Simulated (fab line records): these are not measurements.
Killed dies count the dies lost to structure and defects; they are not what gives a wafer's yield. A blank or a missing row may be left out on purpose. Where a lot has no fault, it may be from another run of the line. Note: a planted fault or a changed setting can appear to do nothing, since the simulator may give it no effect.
fab line records	flow nand-harc
record lots=6	wafers=18	last-day=33
route steps=1302 shown A_CONTACT@1100 A_BLC@1107
lots that met no fault: from a run of the same line without faults
start-h: the number of hours between the record's first day and the start of the first shown wafer of the lot	wait-h: how many hours have passed since the lot's step before this one	" as in the row above	L1.1+2: several wafers, shown together as one row	- no value present, or no start provided	* or withheld: withheld	< > ~ a bound
route shown NAME@n: names a module that has steps shown in the file, with the first one's number in the route	usual: mean/standard deviation of fault-free wafers	same: alike in all rows	chamber/n: place in a boat	sites: each site's reading	_std_site: standard deviation across them	_edge_site: inner sites' mean taken away from outer sites' mean	radius-mm: for every site, how far away it sits from the centre of the wafer	mask NAME#n: copy n	behind: the last tool/chamber to shape the wafer	hold: cause of the lot's hold/its duration in hours/its outcome	device: the transistor (n, p or np) that didn't switch	end of line: tests run on the same wafers once the route is complete	where a step has no rows: the recipe by itself	killed: count of dies lost to structure and defects at first sort (not the wafer's yield)	map: shows each die of a wafer: x if killed, . if not, _ if none is there
set.NAME: setting as actually run; set.NAME@STEP: the setting as run at that earlier step	model.NAME: the simulator's own value behind a step, which no gauge read
lots at selected steps of the route; one table per step, one row per wafer
services: a tool's chamber out of use, with start hour (start-h, from the record's first day; less than 0 if before it), hours out, and reason
## steps
# step NHARC_A_CONTACT_STRIP_27
# recipe time-s=600	temp-c=30	chemistry=post-etch-residue-remover
# step NHARC_A_CONTACT_ALD_18
# recipe target-thk-a=30	pulse-time-s=1	ald-cycles=150	temp-c=450	material=TiN
# usual heater-power-w=1083/120	precursor-pulse-height-rel=1.001/0.019
lot.wafer	tool	chamber	start-h	wait-h	heater-power-w	precursor-pulse-height-rel
L908.1	ald-metal-03	1	543.92	-	985	0.995
L908.2	"	2	"	"	1211	0.972
L908.5	"	0	"	"	1316	0.976
L912.1	ald-metal-04	3	557.79	-	1003	1.021
L912.3	"	1	"	"	1143	0.966
L912.6	"	0	"	"	934	0.965
L918.3	ald-metal-01	2	613.16	-	866	1.000
L918.4	"	0	"	"	1049	1.043
L918.1	"	1	"	"	1089	0.991
L927.5	ald-metal-03	0	709.63	-	1239	0.996
L927.4	"	2	"	"	1153	1.007
L927.6	"	3	"	"	1156	1.024
L928.2	ald-metal-01	1	723.50	-	1033	0.985
L928.3	"	2	"	"	881	1.008
L928.5	"	3	"	"	953	1.002
L930.4	ald-metal-04	2	742.15	-	1268	1.008
L930.1	"	3	"	"	962	1.013
L930.6	"	2	"	"	1242	0.982
# step NHARC_A_CONTACT_CVD_19
# recipe target-thk-a=3000	temp-c=300	pressure-torr=40	wf6-flow-sccm=40	h2-flow-sccm=1600	ar-flow-sccm=1560	time-s=802	material=W
# usual heater-power-w=451/35	throttle-valve-pct=7.90/0.28
lot.wafer	tool	chamber	start-h	wait-h	heater-power-w	throttle-valve-pct
L908.1	cvd-w-02	0	-	-	407	8.10
L908.2	"	1	"	"	502	7.56
L908.5	"	0	"	"	400	8.04
L912.1	cvd-w-02	0	-	-	411	8.11
L912.3	"	0	"	"	408	8.24
L912.6	"	1	"	"	493	7.59
L918.1	cvd-w-01	0	-	-	473	8.27
L918.3	"	0	"	"	465	8.10
L918.4	"	1	"	"	423	7.62
L927.4	cvd-w-01	0	-	-	474	8.32
L927.5	"	0	"	"	473	8.04
L927.6	"	1	"	"	419	7.53
L928.2	cvd-w-01	1	-	-	431	7.70
L928.3	"	1	"	"	421	7.86
L928.5	"	0	"	"	475	7.94
L930.1	cvd-w-01	1	-	-	432	7.72
L930.4	"	0	"	"	479	8.04
L930.6	"	0	"	"	489	8.20
# step NHARC_A_CONTACT_CMP_20
# recipe t-overpolish-s=30	target-thk-nm=300
# usual motor-current-A=12.4/1.2	overpolish-run-s=30.000/0.0093	retaining-ring-pressure-frac=1.000/0.0054	time-to-endpoint-s=59/3.3
lot.wafer	tool	chamber	start-h	wait-h	motor-current-A	overpolish-run-s	retaining-ring-pressure-frac	time-to-endpoint-s
L908.1	cmp-02	1	545.02	0.8	13.2	29.997	0.999	63
L908.2	"	2	"	"	13.6	30.001	1.004	59
L908.5	"	0	"	"	12.2	30.002	1.000	64
L912.3	cmp-04	2	559.28	0.5	14.1	29.996	1.004	52
L912.1	"	0	"	"	13.8	29.995	1.008	56
L912.6	"	2	"	"	13.9	30.008	1.000	55
L918.3	cmp-04	2	614.27	0.5	14.6	30.004	0.997	56
L918.1	"	0	"	"	14.0	30.007	1.002	59
L918.4	"	1	"	"	10.9	29.997	1.001	56
L927.4	cmp-04	2	710.69	0.5	13.8	29.989	0.998	53
L927.5	"	2	"	"	13.2	30.005	0.994	53
L927.6	"	3	"	"	12.0	29.998	0.984	55
L928.3	cmp-01	3	724.57	0.4	12.9	30.019	1.000	60
L928.2	"	1	"	"	11.1	30.016	1.003	58
L928.5	"	3	"	"	13.7	30.019	1.002	62
L930.1	cmp-04	2	743.26	0.8	13.6	30.001	1.003	60
L930.4	"	3	"	"	11.3	29.997	0.999	59
L930.6	"	0	"	"	14.2	29.998	1.003	60
# step NHARC_A_CONTACT_SRD_22
# step NHARC_A_CONTACT_INSPECT_23
# usual raw-defect-count=493/110
lot.wafer	tool	chamber	start-h	wait-h	raw-defect-count
L908.1	defect-inspect-02	-	545.40	0.1	791
L908.2	"	-	"	"	709
L908.5	"	-	"	"	563
L912.1	defect-inspect-02	-	559.68	0.1	677
L912.3	"	-	"	"	610
L912.6	"	-	"	"	614
L918.1	defect-inspect-01	-	614.67	0.1	452
L918.3	"	-	"	"	500
L918.4	"	-	"	"	497
L927.4	defect-inspect-02	-	711.10	0.1	403
L927.5	"	-	"	"	319
L927.6	"	-	"	"	652
L928.2	defect-inspect-01	-	724.96	0.1	548
L928.3	"	-	"	"	513
L928.5	"	-	"	"	421
L930.1	defect-inspect-01	-	743.62	0.1	493
L930.4	"	-	"	"	529
L930.6	"	-	"	"	447
# step NHARC_A_BLC_DEHYDRATE_00
# recipe temp-c=150	time-s=120
# step NHARC_A_BLC_HMDS_01
# recipe time-s=30
# step NHARC_A_BLC_COAT_02
# recipe temp-c=260	time-s=75
# step NHARC_A_BLC_COAT_03
# recipe temp-c=225	time-s=65
# step NHARC_A_BLC_COAT_04
# recipe spin-rpm=1500	resist-thk-nm=90
# step NHARC_A_BLC_SOFTBAKE_05
# recipe temp-c=105	time-s=55
# usual heater-power-total-W=188.46/0.14
lot.wafer	tool	chamber	start-h	wait-h	heater-power-total-W
L908.1	litho-track-04	0	545	-	188.67
L908.2	"	0	"	"	188.37
L908.5	"	0	"	"	188.74
L912.1	litho-track-06	0	559	-	188.28
L912.3	"	0	"	"	188.72
L912.6	"	0	"	"	188.32
L918.1	litho-track-06	0	614	-	188.57
L918.3	"	0	"	"	188.55
L918.4	"	0	"	"	188.73
L927.4	litho-track-06	0	711	-	190.14
L927.5	"	0	"	"	190.18
L927.6	"	0	"	"	189.96
L928.2	litho-track-06	0	725	-	190.23
L928.3	"	0	"	"	189.86
L928.5	"	0	"	"	190.22
L930.1	litho-track-04	0	743	-	188.44
L930.4	"	0	"	"	188.43
L930.6	"	0	"	"	188.32
# step NHARC_A_BLC_EBR_06
## services
tool	chamber	start-h	hours	kind
ald-metal-01	-	522.41	0.6	repair
ald-metal-01	-	526.00	10.0	pm
cmp-02	-	526.63	4.0	pm
litho-track-06	-	529.00	7.0	pm
cmp-04	-	535.15	5.6	repair
cvd-w-01	-	547.42	13.0	pm
litho-track-04	-	553.00	7.0	pm
ald-metal-04	0	566.58	27.3	repair
ald-metal-03	-	568.00	10.0	pm
cmp-01	-	577.50	4.0	pm
cvd-w-02	-	579.30	0.6	repair
cmp-04	-	602.85	4.0	pm
cmp-04	-	629.29	2.4	repair
cvd-w-02	-	631.00	13.0	pm
ald-metal-01	1	639.33	13.1	repair
ald-metal-04	0	646.89	3.2	repair
ald-metal-04	-	652.00	10.0	pm
cvd-w-01	-	654.86	1.2	repair
ald-metal-03	1	691.43	27.4	repair
cmp-04	-	700.85	4.0	pm
ald-metal-01	-	704.00	10.0	pm
litho-track-06	-	704.00	7.0	pm
litho-track-04	-	728.00	7.0	pm
cvd-w-01	-	728.42	13.0	pm
## key
first-sign step=NHARC_A_BLC_SOFTBAKE_05	reading=heater-power-total-W	direction=up	sigmas=11	usual=*	struck=*
effect none on later readings
met-at NHARC_A_BLC_SOFTBAKE_05
struck-wafers L927.4,L927.5,L927.6,L928.2,L928.3,L928.5
tester-left-out L927,L928
onset-between 614 711
fault kind=process-parameter-drift	tool=litho-track-06	chamber=-	onset-h=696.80	steps=NHARC_A_BLC_SOFTBAKE_05	channel=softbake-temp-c	offset=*	shape=step	end-h=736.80	acts-in=*	stated=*
# tester-left-out: of these lots the tester's yield and bins aren't shown, on N5 and GAA mostly nor the transistor test; their killed dies are dies lost to structure and defects alone, not to doping, threshold or leakage, so they don't give the yield
